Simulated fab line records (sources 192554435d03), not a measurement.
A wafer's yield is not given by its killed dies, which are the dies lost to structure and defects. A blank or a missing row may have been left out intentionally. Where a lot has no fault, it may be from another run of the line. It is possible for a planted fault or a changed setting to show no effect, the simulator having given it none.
Chamber matching    flow n5-finfet    rie-diel-01 running N5_MOL_CONTACT_COAG_ETCHBACK_134: 4 sister chambers
The step etches SiO2 in CHF3, target depth 10 nm, time 6.7 s. 4 wafers are shown with their chamber, then 11 later ones without.

== WAFERS WITH THEIR CHAMBER ==
wafer   chamber  drypump-motor-current-A (A)
L082.2  2        4.8
L085.3  1        5.1
L088.2  3        6.2
L090.1  0        5.8

== WAFERS WHOSE CHAMBER IS MISSING ==
wafer   drypump-motor-current-A (A)
L090.3  5.1
L090.5  5.0
L094.2  5.1
L094.5  4.8
L094.6  5.1
L096.1  5.8
L096.2  4.8
L096.3  6.2
L097.1  6.2
L097.4  6.1
L097.5  4.8

== WHICH CHAMBER EACH ONE RAN IN ==
wafer   from the rows above  in truth
L090.3  1                    1
L090.5  1                    1
L094.2  1                    1
L094.5  2                    2
L094.6  1                    1
L096.1  0                    0
L096.2  2                    2
L096.3  3                    3
L097.1  3                    3
L097.4  3                    3
L097.5  2                    2
Correctly placed: 11 of 11. Left unplaced by these rows: 0. 0 placed wrongly.
How it was worked out, from the rows above alone: a wafer's distance from a chamber is the root of the sum, over the readings, of the square of ((its reading less the chamber's mean) divided by the reading's scatter). If the next closest chamber is less than 2 further off than the closest, the wafer can't be placed; otherwise it belongs to the closest. Each chamber's mean is taken over the wafers shown for it. The scatter: root of mean squared gap, hidden wafer to nearest shown wafer, with one shown wafer a chamber.
